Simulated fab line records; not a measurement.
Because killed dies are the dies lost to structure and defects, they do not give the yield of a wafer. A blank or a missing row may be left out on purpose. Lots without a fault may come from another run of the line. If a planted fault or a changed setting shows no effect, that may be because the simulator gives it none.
The tool behind it: which one? :: flow n5Finfet :: 9 lots, 26 wafers sampled, at 7 steps of a route of 1938

== WHAT THE GAUGES SHOWED, per wafer ==
N5_BEOL_M3_THK_MEAS_53: measures by xrf.
lot: L747
measured: day 7 13:26
on: filmMetro-01
M3_THK (nm): 36.6 39.9 38.4

lot: L749
measured: day 7 15:16
on: filmMetro-02
M3_THK (nm): 37.1 39.9 39.7

lot: L751
measured: day 8 10:43
on: filmMetro-02
M3_THK (nm): 37.0 38.8 39.0

lot: L752
measured: day 8 12:23
on: filmMetro-01
M3_THK (nm): 39.5 40.0 41.2

lot: L756
measured: day 10 17:47
on: filmMetro-02
M3_THK (nm): 37.4 36.4 41.7

lot: L758
measured: day 10 19:50
on: filmMetro-02
M3_THK (nm): 40.8 38.8 42.0

lot: L762
measured: day 11 03:56
on: filmMetro-02
M3_THK (nm): 134.7 37.3

lot: L768
measured: day 13 00:19
on: filmMetro-01
M3_THK (nm): 36.4 38.0 34.7

lot: L770
measured: day 13 18:26
on: filmMetro-02
M3_THK (nm): 38.2 37.3 38.3

N5_BEOL_M3_INSPECT_59: inspects for defects (darkfield).
lot: L747
measured: day 7 13:44
on: defectInspect-02
rawDefectCount: 94 95 72

lot: L749
measured: day 7 15:33
on: defectInspect-02
rawDefectCount: 54 66 86

lot: L751
measured: day 8 11:04
on: defectInspect-02
rawDefectCount: 72 166 75

lot: L752
measured: day 8 12:40
on: defectInspect-02
rawDefectCount: 71 49 36

lot: L756
measured: day 10 18:05
on: defectInspect-02
rawDefectCount: 108 87 104

lot: L758
measured: day 10 20:07
on: defectInspect-01
rawDefectCount: 33 59 30

lot: L762
measured: day 11 04:14
on: defectInspect-01
rawDefectCount: 5059 81

lot: L768
measured: day 13 00:38
on: defectInspect-01
rawDefectCount: 103 107 54

lot: L770
measured: day 13 18:49
on: defectInspect-02
rawDefectCount: 117 91 75

N5_BEOL_M4_RC_MEAS_101.
lot: L747
measured: day 7 21:28
on: prober-02
DIBL_N (mV/V): 39.4 37.9 40.5
DIBL_P (mV/V): 39.7 38.3 40.5
IOFF_N (nA/um): 0.20 0.16 0.22
IOFF_P (nA/um): 0.27 0.24 0.30
ION_N (uA/um): 685 692 695
ION_P (uA/um): 474 480 473
SS_N (mV/dec): 72.3 71.5 71.9
SS_P (mV/dec): 73.8 72.9 74.1
VT_N (mV): 249 249 247
VT_P (mV): -244 -249 -245

lot: L749
measured: day 7 21:52
on: prober-01
DIBL_N (mV/V): 34.6 32.8 31.4
DIBL_P (mV/V): 37.3 36.1 34.6
IOFF_N (nA/um): 0.13 0.12 0.10
IOFF_P (nA/um): 0.16 0.15 0.14
ION_N (uA/um): 646 677 658
ION_P (uA/um): 439 470 457
SS_N (mV/dec): 71.7 71.7 70.6
SS_P (mV/dec): 73.4 72.2 72.7
VT_N (mV): 258 253 255
VT_P (mV): -258 -257 -258

lot: L751
measured: day 8 17:58
on: prober-01
DIBL_N (mV/V): 37.8 38.2 36.8
DIBL_P (mV/V): 36.7 37.9 35.4
IOFF_N (nA/um): 0.15 0.16 0.12
IOFF_P (nA/um): 0.17 0.20 0.16
ION_N (uA/um): 669 678 644
ION_P (uA/um): 445 464 438
SS_N (mV/dec): 72.4 71.1 72.1
SS_P (mV/dec): 73.7 74.5 73.0
VT_N (mV): 253 250 257
VT_P (mV): -258 -256 -257

lot: L752
measured: day 8 20:34
on: prober-01
DIBL_N (mV/V): 35.7 33.3 34.0
DIBL_P (mV/V): 35.2 34.2 35.0
IOFF_N (nA/um): 0.16 0.12 0.12
IOFF_P (nA/um): 0.19 0.17 0.19
ION_N (uA/um): 665 652 651
ION_P (uA/um): 452 453 457
SS_N (mV/dec): 71.9 70.8 70.7
SS_P (mV/dec): 72.6 72.6 72.9
VT_N (mV): 251 254 256
VT_P (mV): -254 -253 -251

lot: L756
measured: day 11 03:40
on: prober-01
DIBL_N (mV/V): 40.9 37.9 39.6
DIBL_P (mV/V): 41.8 38.4 40.5
IOFF_N (nA/um): 0.28 0.17 0.23
IOFF_P (nA/um): 0.27 0.20 0.25
ION_N (uA/um): 720 669 676
ION_P (uA/um): 480 458 452
SS_N (mV/dec): 72.5 71.7 71.9
SS_P (mV/dec): 74.7 74.6 75.0
VT_N (mV): 244 251 247
VT_P (mV): -247 -252 -249

lot: L758
measured: day 11 08:01
on: prober-01
DIBL_N (mV/V): 34.0 34.9 33.6
DIBL_P (mV/V): 34.1 35.0 33.5
IOFF_N (nA/um): 0.12 0.13 0.12
IOFF_P (nA/um): 0.19 0.20 0.19
ION_N (uA/um): 670 666 670
ION_P (uA/um): 472 468 471
SS_N (mV/dec): 70.7 70.3 70.2
SS_P (mV/dec): 72.3 72.8 72.8
VT_N (mV): 253 253 252
VT_P (mV): -249 -247 -250

lot: L762
measured: day 11 17:31
on: prober-01
DIBL_N (mV/V): 35.7
DIBL_P (mV/V): 38.0
IOFF_N (nA/um): 0.18
IOFF_P (nA/um): 0.21
ION_N (uA/um): 688
ION_P (uA/um): 468
SS_N (mV/dec): 71.6
SS_P (mV/dec): 73.2
VT_N (mV): 247
VT_P (mV): -251

lot: L768
measured: day 13 12:28
on: prober-01
DIBL_N (mV/V): 34.8 37.0 40.3
DIBL_P (mV/V): 33.8 35.0 41.5
IOFF_N (nA/um): 0.12 0.15 0.24
IOFF_P (nA/um): 0.17 0.19 0.32
ION_N (uA/um): 681 644 707
ION_P (uA/um): 468 444 482
SS_N (mV/dec): 71.7 71.8 72.2
SS_P (mV/dec): 72.6 72.1 73.8
VT_N (mV): 251 253 243
VT_P (mV): -254 -253 -244

lot: L770
measured: day 14 07:34
on: prober-01
DIBL_N (mV/V): 33.8 38.3 32.8
DIBL_P (mV/V): 34.0 38.9 33.3
IOFF_N (nA/um): 0.13 0.21 0.12
IOFF_P (nA/um): 0.21 0.28 0.19
ION_N (uA/um): 661 687 688
ION_P (uA/um): 458 475 477
SS_N (mV/dec): 71.6 71.9 72.0
SS_P (mV/dec): 72.5 73.3 71.6
VT_N (mV): 253 247 253
VT_P (mV): -248 -245 -250

== TOOL THAT RAN EACH LOT (tool first, then ch and the chambers of the sampled wafers, then the start) ==
lot: L747
N5_BEOL_M3_ANNEAL_82: pvdSputter-03, day 7 11:25
N5_BEOL_M3_ANNEAL_93: pvdSputter-03, day 7 12:17
N5_BEOL_M3_CMP_52: cmp-02 ch 0,1,3, day 7 13:11
N5_BEOL_M3_CO_CAP_55: cvdCo-01 ch 0,1,2, day 7 13:31

lot: L749
N5_BEOL_M3_ANNEAL_82: pvdSputter-02, day 7 13:14
N5_BEOL_M3_ANNEAL_93: pvdSputter-02, day 7 14:07
N5_BEOL_M3_CMP_52: cmp-01 ch 0,2,3, day 7 14:58
N5_BEOL_M3_CO_CAP_55: cvdCo-01 ch 0,1,2, day 7 15:20

lot: L751
N5_BEOL_M3_ANNEAL_82: pvdSputter-03, day 8 08:41
N5_BEOL_M3_ANNEAL_93: pvdSputter-03, day 8 09:34
N5_BEOL_M3_CMP_52: cmp-02 ch 1,2, day 8 10:26
N5_BEOL_M3_CO_CAP_55: cvdCo-02 ch 0,1,2, day 8 10:51

lot: L752
N5_BEOL_M3_ANNEAL_82: pvdSputter-01, day 8 09:51
N5_BEOL_M3_ANNEAL_93: pvdSputter-01, day 8 10:44
N5_BEOL_M3_CMP_52: cmp-01 ch 0,2, day 8 12:05
N5_BEOL_M3_CO_CAP_55: cvdCo-01 ch 0,2, day 8 12:28

lot: L756
N5_BEOL_M3_ANNEAL_82: pvdSputter-02, day 10 15:46
N5_BEOL_M3_ANNEAL_93: pvdSputter-02, day 10 16:38
N5_BEOL_M3_CMP_52: cmp-01 ch 0,1,3, day 10 17:32
N5_BEOL_M3_CO_CAP_55: cvdCo-02 ch 0,1, day 10 17:52

lot: L758
N5_BEOL_M3_ANNEAL_82: pvdSputter-02, day 10 17:36
N5_BEOL_M3_ANNEAL_93: pvdSputter-02, day 10 18:29
N5_BEOL_M3_CMP_52: cmp-03 ch 1,2, day 10 19:32
N5_BEOL_M3_CO_CAP_55: cvdCo-02 ch 0,1,2, day 10 19:56

lot: L762
N5_BEOL_M3_ANNEAL_82: pvdSputter-03, day 11 01:45
N5_BEOL_M3_ANNEAL_93: pvdSputter-03, day 11 02:44
N5_BEOL_M3_CMP_52: cmp-01 ch 0,3, day 11 03:39
N5_BEOL_M3_CO_CAP_55: cvdCo-01 ch 0,1, day 11 04:01

lot: L768
N5_BEOL_M3_ANNEAL_82: pvdSputter-03, day 12 22:01
N5_BEOL_M3_ANNEAL_93: pvdSputter-03, day 12 22:54
N5_BEOL_M3_CMP_52: cmp-03 ch 1,2, day 13 00:02
N5_BEOL_M3_CO_CAP_55: cvdCo-01 ch 1,2, day 13 00:24

lot: L770
N5_BEOL_M3_ANNEAL_82: pvdSputter-03, day 13 16:17
N5_BEOL_M3_ANNEAL_93: pvdSputter-03, day 13 17:10
N5_BEOL_M3_CMP_52: cmp-03 ch 1,2,3, day 13 18:09
N5_BEOL_M3_CO_CAP_55: cvdCo-02 ch 0,1,2, day 13 18:37
- N5_BEOL_M3_ANNEAL_82: time 240 s.
- N5_BEOL_M3_ANNEAL_93: time 240 s.
- N5_BEOL_M3_CMP_52: polishes, stops on SiOC, t overpolish 6.8 s, target thk 40 nm.
- N5_BEOL_M3_CO_CAP_55: material Co, precursor CCTBA/H2, target thk 2 nm, time 102.1 s.

== AS READ BY THE TOOLS THEMSELVES (means over the sampled wafers that have a number; for cases with no such wafer, the mark the record gives instead) ==
N5_BEOL_M3_ANNEAL_82.
lot: L747
tool: pvdSputter-03
heaterPowerW (W): 836

lot: L749
tool: pvdSputter-02
heaterPowerW (W): 751

lot: L751
tool: pvdSputter-03
heaterPowerW (W): 974

lot: L752
tool: pvdSputter-01
heaterPowerW (W): 867

lot: L756
tool: pvdSputter-02
heaterPowerW (W): 928

lot: L758
tool: pvdSputter-02
heaterPowerW (W): 734

lot: L762
tool: pvdSputter-03
heaterPowerW (W): 808

lot: L768
tool: pvdSputter-03
heaterPowerW (W): 934

lot: L770
tool: pvdSputter-03
heaterPowerW (W): 954

N5_BEOL_M3_ANNEAL_93.
lot: L747
tool: pvdSputter-03
heaterPowerW (W): 848

lot: L749
tool: pvdSputter-02
heaterPowerW (W): 761

lot: L751
tool: pvdSputter-03
heaterPowerW (W): 977

lot: L752
tool: pvdSputter-01
heaterPowerW (W): 860

lot: L756
tool: pvdSputter-02
heaterPowerW (W): 923

lot: L758
tool: pvdSputter-02
heaterPowerW (W): 738

lot: L762
tool: pvdSputter-03
heaterPowerW (W): 804

lot: L768
tool: pvdSputter-03
heaterPowerW (W): 949

lot: L770
tool: pvdSputter-03
heaterPowerW (W): 920

N5_BEOL_M3_CMP_52.
lot: L747
tool: cmp-02
barrierFieldEndpointS (s): 23.7
motorCurrentA (A): 6.6
overpolishRunS (s): 6.795
slurryFilterDpKPa (kPa): 13.50
timeToEndpointS (s): 59

lot: L749
tool: cmp-01
barrierFieldEndpointS (s): 25.1
motorCurrentA (A): 6.2
overpolishRunS (s): 6.800
slurryFilterDpKPa (kPa): 13.49
timeToEndpointS (s): 62

lot: L751
tool: cmp-02
barrierFieldEndpointS (s): 25.2
motorCurrentA (A): 6.3
overpolishRunS (s): 6.800
slurryFilterDpKPa (kPa): 13.36
timeToEndpointS (s): 66

lot: L752
tool: cmp-01
barrierFieldEndpointS (s): 23.8
motorCurrentA (A): 6.2
overpolishRunS (s): 6.792
slurryFilterDpKPa (kPa): 13.55
timeToEndpointS (s): 59

lot: L756
tool: cmp-01
barrierFieldEndpointS (s): 25.0
motorCurrentA (A): 6.3
overpolishRunS (s): 6.810
slurryFilterDpKPa (kPa): 13.67
timeToEndpointS (s): 64

lot: L758
tool: cmp-03
barrierFieldEndpointS (s): 24.4
motorCurrentA (A): 6.7
overpolishRunS (s): 6.790
slurryFilterDpKPa (kPa): 13.36
timeToEndpointS (s): 61

lot: L762
tool: cmp-01
barrierFieldEndpointS (s): 33.0
motorCurrentA (A): 6.4
overpolishRunS (s): 3.416
slurryFilterDpKPa (kPa): 13.50
timeToEndpointS (s): 70

lot: L768
tool: cmp-03
barrierFieldEndpointS (s): 23.8
motorCurrentA (A): 6.7
overpolishRunS (s): 6.794
slurryFilterDpKPa (kPa): 13.61
timeToEndpointS (s): 60

lot: L770
tool: cmp-03
barrierFieldEndpointS (s): 23.8
motorCurrentA (A): 6.4
overpolishRunS (s): 6.794
slurryFilterDpKPa (kPa): 13.48
timeToEndpointS (s): 56

N5_BEOL_M3_CO_CAP_55.
lot: L747
tool: cvdCo-01
heaterPowerW (W): 257

lot: L749
tool: cvdCo-01
heaterPowerW (W): 255

lot: L751
tool: cvdCo-02
heaterPowerW (W): 239

lot: L752
tool: cvdCo-01
heaterPowerW (W): 237

lot: L756
tool: cvdCo-02
heaterPowerW (W): 236

lot: L758
tool: cvdCo-02
heaterPowerW (W): 243

lot: L762
tool: cvdCo-01
heaterPowerW (W): 244

lot: L768
tool: cvdCo-01
heaterPowerW (W): 278

lot: L770
tool: cvdCo-02
heaterPowerW (W): 243

== THE ANSWER, worked out from the rows above alone ==
Rule: the lots themselves supply what counts as usual. Put in order of their means at a reading, lots are off if they are a third of the lots or fewer, leave a main group of 4 or more, and stand apart from it by a gap of 3 or more times the standard deviation of the main group's means; of several such gaps the widest counts. A main group whose means are all the same, to the digits that the tables above print for the reading, isn't used. Also off: a lot with no number at a reading for which 4 or more lots have one. The other lots that the step has rows for count as sound. Order of review: gauges by route order, followed by the tools' own readings, for which a lot's mean as printed above is used. The first step at which some lot is off is used, and at that step the reading that is off furthest; a lot without a number counts as furthest.
Off: at N5_BEOL_M3_THK_MEAS_53 (M3_THK), L762. The main group has a mean of 38.6 nm with a standard deviation of 1.2.
If a tool, at a process step before that reading, ran all the lots that are off and no sound lot after the first of them, it fits. Not tried: the gauges at N5_BEOL_M3_THK_MEAS_53; whatever is off there is also off at N5_BEOL_M3_INSPECT_59, on other tools, and gauge error can't account for it. One fits: N5_BEOL_M3_CMP_52 on cmp-01. Its last sound lot is L756 (day 10 17:32), its first lot that is off L762 (day 11 03:39): a fault that began between those two fits.
The tool's own readings at N5_BEOL_M3_CMP_52 bear it out: on the lots that are off they differ by more than 5 times the standard deviation of the sound lots' means. barrierFieldEndpointS reads 33.0 s there against 24.4 s on the sound lots; overpolishRunS reads 3.416 s there against 6.797 s on the sound lots.

== WHAT THE SIMULATOR HAD PUT IN ==
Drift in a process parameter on cmp-01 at N5_BEOL_M3_CMP_52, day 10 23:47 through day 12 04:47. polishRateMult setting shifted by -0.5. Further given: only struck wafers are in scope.
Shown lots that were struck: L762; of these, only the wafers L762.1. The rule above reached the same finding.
